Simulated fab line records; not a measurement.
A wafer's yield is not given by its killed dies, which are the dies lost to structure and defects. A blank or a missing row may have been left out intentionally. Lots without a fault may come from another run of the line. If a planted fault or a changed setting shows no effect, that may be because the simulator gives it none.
The tool behind it: which one? -- flow nandHarc -- 38 wafers from 13 lots sampled at 5 of the route's 1159 steps

== WHAT EACH GAUGE READ, for each wafer ==
NHARC_P_CONTACT_CD_MEAS_12: target cd 90 nm. Usual: 89.5 nm for cdNm, sd 0.75.
lot,measured,on,cdNm (nm),flag
L717,day 5 15:46,cdSem-03,88.1 87.9 88.7,
L720,day 6 14:01,cdSem-02,90.8 88.4 90.0,
L721,day 6 14:55,cdSem-03,89.4 89.1 89.2,
L723,day 7 07:17,cdSem-03,91.2 90.4 89.8,
L725,day 7 11:53,cdSem-01,89.7 90.1 90.1,
L724,day 7 16:32,cdSem-03,89.0 90.1 90.3,
L729,day 8 19:11,cdSem-01,89.2 89.1,
L730,day 8 20:01,cdSem-01,88.3 90.0 88.7,
L734,day 10 01:47,cdSem-01,89.4 89.0 89.0,
L737,day 10 09:47,cdSem-01,89.5 90.6 89.2,
L736,day 10 10:34,cdSem-03,89.7 88.4 89.3,
L738,day 10 21:16,cdSem-02,90.6 89.8 88.9,
L739,day 11 03:10,cdSem-01,88.7 89.2 89.9,

NHARC_P_CONTACT_INSPECT_27. Usual: 277 for rawDefectCount, sd 110.
lot,measured,on,rawDefectCount,flag
L717,day 5 19:44,defectInspect-02,259 338 252,
L720,day 6 20:59,defectInspect-01,299 424 208,
L721,day 6 21:31,defectInspect-01,349 242 197,
L723,day 7 10:34,defectInspect-01,309 410 337,
L725,day 7 15:52,defectInspect-02,263 291 155,
L724,day 7 23:27,defectInspect-01,216 315 225,
L729,day 8 23:37,defectInspect-01,222 242,
L730,day 8 23:22,defectInspect-02,139 154 341,
L734,day 10 05:05,defectInspect-02,301 268 222,
L737,day 10 13:09,defectInspect-01,229 243 235,
L736,day 10 22:18,defectInspect-01,275 462 354,
L738,day 11 00:34,defectInspect-02,276 284 407,
L739,day 11 06:28,defectInspect-02,84 169 108,

NHARC_END_SORT_01. Usual: defectLimitedYield 95.4 %, standard deviation 1.7; killedAtArray 27, standard deviation 12; killedAtOther 0.9, standard deviation 1.1; killedAtPeriphery 3.2, standard deviation 2.4; killedDies 31, standard deviation 12; killedOpen 3.3, standard deviation 1.7; killedShort 2.0, standard deviation 1.6; sort_bin_2_pct 1.5 %, standard deviation 0.74; sort_bin_3_pct 0.25 %, standard deviation 0.22; sort_bin_4_pct 2.9 %, standard deviation 1.1; sortNPass 646, standard deviation 12; sortRimYieldPct 97.2 %, standard deviation 1.8; sortYieldPct 95.4 %, standard deviation 1.7.
lot,measured,on,defectLimitedYield (%),killedAtArray,killedAtOther,killedAtPeriphery,killedDies,killedOpen,killedShort,sort_bin_2_pct (%),sort_bin_3_pct (%),sort_bin_4_pct (%),sortNPass,sortRimYieldPct (%),sortYieldPct (%),flag
L717,day 19 17:14,prober-02,94.8 94.7 93.6,33 30 38,0 1 0,2 5 5,35 36 43,3 3 5,1 0 2,1.9 2.4 1.5,0.30 0.15 0.89,3.0 2.8 4.0,642 641 634,97.2 94.3 93.4,94.8 94.7 93.6,
L720,day 23 21:30,prober-02,96.2 96.9 96.5,19 19 21,1 0 0,6 2 3,26 21 24,4 3 6,6 2 3,0.7 0.9 1.6,0.15 0.30 0.30,3.0 1.9 1.6,651 656 653,99.1 100.0 99.1,96.2 96.9 96.5,
L721,day 23 19:52,prober-01,96.8 96.9 97.5,18 19 14,2 1 2,2 1 1,22 21 17,3 0 0,1 1 2,1.2 0.7 0.4,0.30 0.15 0,1.8 2.2 2.1,655 656 660,97.2 100.0 99.1,96.8 96.9 97.5,
L723,day 24 11:29,prober-02,97.3 96.9 96.6,11 15 12,0 2 1,7 4 10,18 21 23,3 4 4,2 1 1,0.7 1.0 1.3,0 0 0.15,1.9 2.1 1.9,659 656 654,98.1 98.1 98.1,97.3 96.9 96.6,
L725,day 24 05:25,prober-01,96.5 96.3 96.2,20 20 21,0 1 0,4 4 5,24 25 26,4 4 3,1 1 1,0.9 1.6 1.2,0 0.15 0,2.7 1.9 2.7,653 652 651,98.1 97.2 98.1,96.5 96.3 96.2,
L724,day 24 14:04,prober-01,95.9 94.5 94.4,24 30 37,1 0 0,3 7 1,28 37 38,1 4 7,1 0 0,1.2 1.8 1.5,0.15 0.15 0.15,2.8 3.5 4.0,649 640 639,97.2 94.3 97.2,95.9 94.5 94.4,
L729,day 25 12:28,prober-02,97.3 96.0,15 22,0 2,3 3,18 27,5 5,0 2,0.4 1.5,0.15 0.44,2.1 2.1,659 650,99.1 97.2,97.3 96.0,
L730,day 25 03:07,prober-01,96.3 95.6 96.3,23 30 24,1 0 1,1 0 0,25 30 25,3 5 3,2 1 3,0.7 1.2 1.5,0.44 0 0.74,2.5 3.2 1.5,652 647 652,99.1 95.3 98.1,96.3 95.6 96.3,
L734,day 25 20:18,prober-01,91.3 90.1 91.6,54 64 54,1 0 0,4 3 3,59 67 57,3 2 3,5 3 2,3.0 2.5 2.2,0.59 1.03 0.30,5.2 6.4 5.9,618 610 620,97.2 90.6 98.1,91.3 90.1 91.6,
L737,day 26 02:29,prober-01,96.6 96.6 97.0,23 21 19,0 0 0,0 2 1,23 23 20,5 5 5,2 5 0,0.7 1.2 0.7,0.30 0 0.15,2.4 2.2 2.1,654 654 657,96.2 99.1 96.2,96.6 96.6 97.0,
L736,day 27 04:17,prober-01,94.8 96.8 95.3,32 21 30,0 1 2,3 0 0,35 22 32,5 4 2,3 1 4,2.1 0.3 1.3,0.30 0.15 0,2.8 2.8 3.4,642 655 645,95.3 93.4 96.2,94.8 96.8 95.3,
L738,day 26 10:16,prober-02,94.1 94.7 94.8,36 34 32,0 0 0,4 2 3,40 36 35,1 1 0,2 4 1,2.4 1.6 2.2,0.44 0.44 0,3.1 3.2 3.0,637 641 642,96.2 94.3 98.1,94.1 94.7 94.8,
L739,day 26 19:44,prober-02,95.6 95.0 96.2,25 26 21,3 3 1,2 5 4,30 34 26,2 6 4,3 2 5,2.1 1.8 1.3,0.30 0.15 0.44,2.1 3.1 2.1,647 643 651,95.3 97.2 96.2,95.6 95.0 96.2,

== WHICH TOOL RAN EACH LOT (tool, then ch and the chambers of the sampled wafers, then the start) ==
lot,NHARC_P_CONTACT_CVD_23,NHARC_P_M0_EXPOSE_06
L717,"cvdW-02 ch 0, day 5 19:44 or earlier","arfiScanner-01 ch 0, day 5 20:23"
L720,"cvdW-02 ch 0,1, day 6 20:59 or earlier","arfiScanner-01 ch 0, day 6 21:45"
L721,"cvdW-02 ch 0,1, day 6 21:31 or earlier","arfiScanner-02 ch 0, day 6 22:16"
L723,"cvdW-01 ch 0,1, day 7 10:34 or earlier","arfiScanner-03 ch 0, day 7 11:13"
L725,"cvdW-02 ch 0,1, day 7 15:52 or earlier","arfiScanner-01 ch 0, day 7 16:38"
L724,"cvdW-01 ch 0,1, day 7 23:27 or earlier","arfiScanner-03 ch 0, day 8 00:14"
L729,"cvdW-01 ch 1, day 8 23:37 or earlier","arfiScanner-01 ch 0, day 9 00:22"
L730,"cvdW-02 ch 0,1, day 8 23:22 or earlier","arfiScanner-03 ch 0, day 9 00:08"
L734,"cvdW-02 ch 0,1, day 10 05:05 or earlier","arfiScanner-02 ch 0, day 10 05:51"
L737,"cvdW-02 ch 0,1, day 10 13:09 or earlier","arfiScanner-02 ch 0, day 10 13:47"
L736,"cvdW-02 ch 0,1, day 10 22:18 or earlier","arfiScanner-03 ch 0, day 10 23:05"
L738,"cvdW-01 ch 0,1, day 11 00:34 or earlier","arfiScanner-02 ch 0, day 11 01:20"
L739,"cvdW-01 ch 0,1, day 11 06:28 or earlier","arfiScanner-03 ch 0, day 11 07:14"
- NHARC_P_CONTACT_CVD_23: deposits W, target thk 200 nm, time 557 s.
- NHARC_P_M0_EXPOSE_06: exposes mask P M0, target cd 90 nm.

== AS READ BY THE TOOLS THEMSELVES (means over the sampled wafers that have a number; for cases with no such wafer, the mark the record gives instead) ==
NHARC_P_CONTACT_CVD_23. Usual: chamberPressureTorr 39.99 Torr, standard deviation 0.086; heaterPowerW 489 W, standard deviation 57; throttleValvePct 8.3 %, standard deviation 0.53.
lot,tool,chamberPressureTorr (Torr),heaterPowerW (W),throttleValvePct (%),flag
L717,cvdW-02,40.03,558,8.5,
L720,cvdW-02,39.94,502,8.7,
L721,cvdW-02,40.09,507,8.6,
L723,cvdW-01,39.89,452,8.0,
L725,cvdW-02,39.90,534,8.4,
L724,cvdW-01,39.93,454,7.9,
L729,cvdW-01,39.98,412,7.5,
L730,cvdW-02,40.09,537,8.5,
L734,cvdW-02,40.01,531,8.4,
L737,cvdW-02,39.99,506,8.8,
L736,cvdW-02,39.97,500,8.7,
L738,cvdW-01,39.98,493,8.4,
L739,cvdW-01,40.04,457,8.1,

NHARC_P_M0_EXPOSE_06. Usual: 81.30 for exposureDoseMJCm2, sd 0.079.
lot,tool,exposureDoseMJCm2,flag
L717,arfiScanner-01,81.35,
L720,arfiScanner-01,81.26,
L721,arfiScanner-02,81.30,
L723,arfiScanner-03,81.43,
L725,arfiScanner-01,81.19,
L724,arfiScanner-03,81.31,
L729,arfiScanner-01,81.64,OFF
L730,arfiScanner-03,81.25,
L734,arfiScanner-02,81.24,
L737,arfiScanner-02,81.21,
L736,arfiScanner-03,81.30,
L738,arfiScanner-02,81.28,
L739,arfiScanner-03,81.36,

== THE ANSWER, worked out from the rows above alone ==
Rule: lot off if the mean of its wafers having a number is beyond 3 standard deviations from the usual mean. A lot without any number at a reading at which 4 lots or more have one is off too. Any other lot the step has rows for is counted as sound. After the gauges, taken in route order, come the tools' own readings; for these a lot's mean is taken, as printed above. The first step at which some lot is off is used, and at that step the reading that is off furthest; a lot without a number counts as furthest.
Off at NHARC_P_M0_EXPOSE_06 (exposureDoseMJCm2): L729.
If a tool, at that step or one of the process steps before it, ran each lot that is off and ran no sound lot following the first of them, it fits. NHARC_P_CONTACT_CVD_23 gives no start for some lots, so the hours and the order of its lots are those of NHARC_P_CONTACT_INSPECT_27. One fits: NHARC_P_M0_EXPOSE_06 on arfiScanner-01. Its last sound lot is L725 (day 7 16:38), its first lot that is off L729 (day 9 00:22): a fault that began between those two fits.
The tool's own readings at NHARC_P_M0_EXPOSE_06 bear it out: on the lots that are off they differ by more than 5 times the standard deviation of the sound lots' means. exposureDoseMJCm2 reads 81.64 there against 81.29 on the sound lots.

== WHAT THE SIMULATOR HAD INSERTED ==
Process parameter drift: arfiScanner-01, from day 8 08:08 on, at NHARC_P_M0_EXPOSE_06. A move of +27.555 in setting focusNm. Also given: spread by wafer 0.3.
Struck lots among those shown: L729. The rule above found the same.
